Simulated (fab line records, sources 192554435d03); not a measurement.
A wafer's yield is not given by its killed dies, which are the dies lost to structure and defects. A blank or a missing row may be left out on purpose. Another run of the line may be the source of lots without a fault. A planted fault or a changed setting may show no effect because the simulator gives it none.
Split-lot trial | flow n5 finfet | 39 wafers read from 7 lots, route of 1938 steps

ON THE SPLIT
At N5_HKMG_FIN_ETCH_35 (etches SOC in N2/H2, target depth 215.8 nm, time 243.4 s), the setting time s was moved away from the recipe's 243.4 s on 15 of the 39 wafers read, by -20.2% to +18.0%. The other wafers ran this setting at the recipe's value.

The split's own step is where the reading is taken.

THE READING
SOC_of_HKMG_FIN_COAT_29.thk nm (the simulator's own value, which no gauge read), in nm, at N5_HKMG_FIN_ETCH_35 (etches SOC in N2/H2, target depth 215.8 nm, time 243.4 s). No usual value for it is given in the file. Here, 24 wafers ran the recipe; their average is 89.0 nm with a standard deviation of 7.2 nm.

wafer  | tool, chamber at the split | time s as run, s | against the recipe | SOC_of_HKMG_FIN_COAT_29.thk nm, nm | against lot-mates on the recipe
L075.1 | rie diel-02, 0             | 243.4            | recipe             | 89.4                               | -
L075.2 | rie diel-02, 1             | 243.4            | recipe             | 84                                 | -
L075.3 | rie diel-02, 3             | 243.4            | recipe             | 90                                 | -
L076.1 | rie diel-06, 1             | 194.2            | -20.2%             | 123                                | +31.9
L076.2 | rie diel-06, 3             | 194.2            | -20.2%             | 132.8                              | +41.7
L076.3 | rie diel-06, 2             | 243.4            | recipe             | 90.6                               | -
L076.4 | rie diel-06, 0             | 243.4            | recipe             | 93                                 | -
L076.5 | rie diel-06, 3             | 243.4            | recipe             | 89.6                               | -
L076.6 | rie diel-06, 2             | 194.2            | -20.2%             | 134.6                              | +43.5
L079.1 | rie diel-02, 1             | 287.3            | +18.0%             | 43.2                               | -40.5
L079.2 | rie diel-02, 2             | 287.3            | +18.0%             | 37.6                               | -46.1
L079.3 | rie diel-02, 3             | 243.4            | recipe             | 89                                 | -
L079.4 | rie diel-02, 0             | 243.4            | recipe             | 85.2                               | -
L079.5 | rie diel-02, 2             | 243.4            | recipe             | 77                                 | -
L079.6 | rie diel-02, 1             | 287.3            | +18.0%             | 40.6                               | -43.1
L085.1 | rie diel-05, 2             | 243.4            | recipe             | 93                                 | -
L085.2 | rie diel-05, 1             | 207.2            | -14.9%             | 133.4                              | +40.1
L085.3 | rie diel-05, 3             | 243.4            | recipe             | 84.4                               | -
L085.4 | rie diel-05, 0             | 207.2            | -14.9%             | 117                                | +23.7
L085.5 | rie diel-05, 0             | 207.2            | -14.9%             | 118.6                              | +25.3
L085.6 | rie diel-05, 1             | 243.4            | recipe             | 102.6                              | -
L088.1 | rie diel-06, 0             | 278              | +14.2%             | 61.4                               | -21.7
L088.2 | rie diel-06, 2             | 243.4            | recipe             | 77.2                               | -
L088.3 | rie diel-06, 1             | 278              | +14.2%             | 53                                 | -30.1
L088.4 | rie diel-06, 3             | 278              | +14.2%             | 62.8                               | -20.3
L088.5 | rie diel-06, 1             | 243.4            | recipe             | 81.8                               | -
L088.6 | rie diel-06, 0             | 243.4            | recipe             | 90.2                               | -
L091.1 | rie diel-05, 1             | 243.4            | recipe             | 101.8                              | -
L091.2 | rie diel-05, 2             | 243.4            | recipe             | 89.4                               | -
L091.3 | rie diel-05, 3             | 243.4            | recipe             | 83.8                               | -
L091.4 | rie diel-05, 0             | 243.4            | recipe             | 83.4                               | -
L091.5 | rie diel-05, 1             | 243.4            | recipe             | 101.6                              | -
L091.6 | rie diel-05, 0             | 243.4            | recipe             | 83.4                               | -
L092.1 | rie diel-05, 3             | 223.2            | -8.3%              | 101.2                              | +9.2
L092.2 | rie diel-05, 0             | 223.2            | -8.3%              | 102.2                              | +10.2
L092.3 | rie diel-05, 2             | 243.4            | recipe             | 88.4                               | -
L092.4 | rie diel-05, 1             | 223.2            | -8.3%              | 118.4                              | +26.4
L092.5 | rie diel-05, 0             | 243.4            | recipe             | 84.4                               | -
L092.6 | rie diel-05, 1             | 243.4            | recipe             | 103.2                              | -

FIT RESULTS
A straight line over all 39 wafers: SOC_of_HKMG_FIN_COAT_29.thk nm changes by -2.28 nm for each +1% of time s; r = -0.95; the points scatter about the line by 7.3 nm.
The same after taking each lot's own level away (the mean of its wafers on the recipe; 39 wafers): -2.03 nm for each +1%; r = -0.95; scatter 6.7 nm.
The reading moves by 41 nm for the largest change in time s, on that fit.
The lots' own levels span 83.07 to 93.33 nm, that is 1.4 times the standard deviation above.
In other words, the slope is changed by the lot-to-lot level; the two fits disagree.
Check: +41.8 nm against its lot-mates is what the line predicts for one of the wafers moved furthest among these (-20.2%) when that wafer is left out of the fit. It came out at +31.9 nm against them.

OTHER SPLITS ON THESE WAFERS
Note: prior to the reading, these wafers also went through further splits. Each is held against what the fit with the lots' levels taken away leaves over:
other split on the same wafers     | wafers away from the commonest value | r with SOC_of_HKMG_FIN_COAT_29.thk nm (lot level and that fit taken away)
N5_FIN_SAQP_HM_DEP_72 target thk a | 12                                   | +0.04

THE WHOLE CHAIN: every reading that the file lists as answering this split, in the file's order
step                | what it does                                             | reading                                                                         | change (the file's fit)              | r (the file's)
N5_HKMG_FIN_ETCH_35 | etches SOC in N2/H2, target depth 215.8 nm, time 243.4 s | HKMG_FIN.feature depth nm (the simulator's own value, which no gauge read)      | +2.03 nm for each +1% of the setting | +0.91
N5_HKMG_FIN_ETCH_35 | etches SOC in N2/H2, target depth 215.8 nm, time 243.4 s | etch.depth nm (the simulator's own value, which no gauge read)                  | +2.03 nm for each +1% of the setting | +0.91
N5_HKMG_FIN_ETCH_35 | etches SOC in N2/H2, target depth 215.8 nm, time 243.4 s | SOC_of_HKMG_FIN_COAT_29.thk nm (the simulator's own value, which no gauge read) | -2.02 nm for each +1% of the setting | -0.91

THE FILE'S OWN FIT
SOC_of_HKMG_FIN_COAT_29.thk nm changes by -2.02 nm for each +1% of time s, r = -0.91.
